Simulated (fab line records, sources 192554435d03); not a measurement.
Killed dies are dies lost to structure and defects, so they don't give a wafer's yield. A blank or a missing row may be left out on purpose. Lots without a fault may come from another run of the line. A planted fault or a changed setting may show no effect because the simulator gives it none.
Split-lot experiment | flow n5_finfet | 7 lots, 21 wafers read, on a route of 1938 steps

THE SPLIT
At N5_GATE_CUT_DESCUM_18 (chemistry O2, time 7 s), the setting time_s was moved away from the recipe's 7 s on 7 of the 21 wafers read, by -19.2% to +21.5%. The other wafers ran this setting at the recipe's value.

The reading is taken at the split's own step.

THE READING
CAR-EUV_of_GATE_CUT_COAT_07.thk_nm (the simulator's own value, which no gauge read), in nm, at N5_GATE_CUT_DESCUM_18 (chemistry O2, time 7 s). The file gives no usual value for it. The 14 wafers here that ran the recipe average 26.1 nm, standard deviation 0.099 nm.

wafer  | tool, chamber at the split | time_s as run, s | against the recipe | CAR-EUV_of_GATE_CUT_COAT_07.thk_nm, nm | against lot-mates on the recipe
L074.2 | rie_diel-03, 1,3,0         | 7                | recipe             | 26                                     | -
L074.4 | rie_diel-03, 1,3,0         | 7                | recipe             | 26                                     | -
L074.5 | rie_diel-03, 1,3,0         | 7                | recipe             | 26                                     | -
L079.1 | rie_diel-01, 3             | 6.077            | -13.2%             | 26.6                                   | +0.5
L079.2 | rie_diel-01, 2             | 7                | recipe             | 26                                     | -
L079.5 | rie_diel-01, 1             | 7                | recipe             | 26.2                                   | -
L084.4 | rie_diel-01, 2,1           | 7                | recipe             | 26                                     | -
L084.6 | rie_diel-01, 2,1           | 7                | recipe             | 26                                     | -
L084.5 | rie_diel-01, 0             | 7                | recipe             | 26.2                                   | -
L086.4 | rie_diel-04, 1             | 7                | recipe             | 26                                     | -
L086.5 | rie_diel-04, 2             | 6.216            | -11.2%             | 26.4                                   | +0.4
L086.6 | rie_diel-04, 3             | 6.216            | -11.2%             | 26.6                                   | +0.6
L089.3 | rie_diel-04, 1,3           | 5.653            | -19.2%             | 26.8                                   | +0.6
L089.6 | rie_diel-04, 1,3           | 5.653            | -19.2%             | 26.8                                   | +0.6
L089.4 | rie_diel-04, 0             | 7                | recipe             | 26.2                                   | -
L093.1 | rie_diel-04, 1             | 7                | recipe             | 26                                     | -
L093.4 | rie_diel-04, 3             | 7                | recipe             | 26.2                                   | -
L093.5 | rie_diel-04, 3             | 7                | recipe             | 26.2                                   | -
L096.1 | rie_diel-01, 2             | 8.504            | +21.5%             | 25.2                                   | -1.0
L096.2 | rie_diel-01, 3             | 8.504            | +21.5%             | 25.4                                   | -0.8
L096.6 | rie_diel-01, 3             | 7                | recipe             | 26.2                                   | -
Where a row lists several chambers, the file gives one row for several wafers and doesn't say which wafer went through which chamber.

THE FIT
A straight line over all 21 wafers: CAR-EUV_of_GATE_CUT_COAT_07.thk_nm changes by -0.037 nm for each +1% of time_s; r = -0.97; the points scatter about the line by 0.097 nm.
The same after taking each lot's own level away (the mean of its wafers on the recipe; 21 wafers): -0.0383 nm for each +1%; r = -0.97; scatter 0.094 nm.
On that fit, the largest move of time_s shifts the reading by 0.82 nm.
The lots' own levels span 26.00 to 26.20 nm, that is 2.0 times the standard deviation above.
So the lot-to-lot level changes the slope little: the two slopes agree.
Check: with one of the wafers moved furthest among these (+21.5%) left out of the fit, the line predicts -0.765 nm for it against its lot-mates. It came out at -1 nm against them.

OTHER SPLITS ON THESE WAFERS
These wafers also went through other splits before the reading. Each is held against what the fit with the lots' levels taken away leaves over:
other split on the same wafers | wafers away from the commonest value | r with CAR-EUV_of_GATE_CUT_COAT_07.thk_nm (lot level and that fit taken away)
N5_SDB_COAT_04 spin_rpm        | 8                                    | +0.20
N5_HKMG_FIN_ETCH_55 time_s     | 5                                    | +0.08
N5_HKMG_FIN_ETCH_58 source_w   | 8                                    | +0.02
N5_HKMG_FIN_ETCH_35 bias_w     | 6                                    | +0.19
N5_GATE_CUT_COAT_27 spin_rpm   | 8                                    | +0.26

THE WHOLE CHAIN: every reading that the file lists as answering this split, in the file's order
step                  | what it does                                         | reading                                                                             | change (the file's fit)                                                                  | r (the file's)
N5_GATE_CUT_DESCUM_18 | chemistry O2, time 7 s                               | CAR-EUV_of_GATE_CUT_COAT_07.thk_nm (the simulator's own value, which no gauge read) | -0.0381 nm for each +1% of the setting                                                   | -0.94
N5_GATE_CUT_ETCH_36   | etches SiARC in CF4, target depth 13 nm, time 21.7 s | CAR-EUV_of_GATE_CUT_COAT_07.thk_nm (the simulator's own value, which no gauge read) | -0.0475 nm for each +1% of the setting, in a fit together with spin_rpm@GATE_CUT_COAT_27 | 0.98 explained

THE FILE'S OWN FIT
CAR-EUV_of_GATE_CUT_COAT_07.thk_nm changes by -0.0381 nm for each +1% of time_s, r = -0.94.
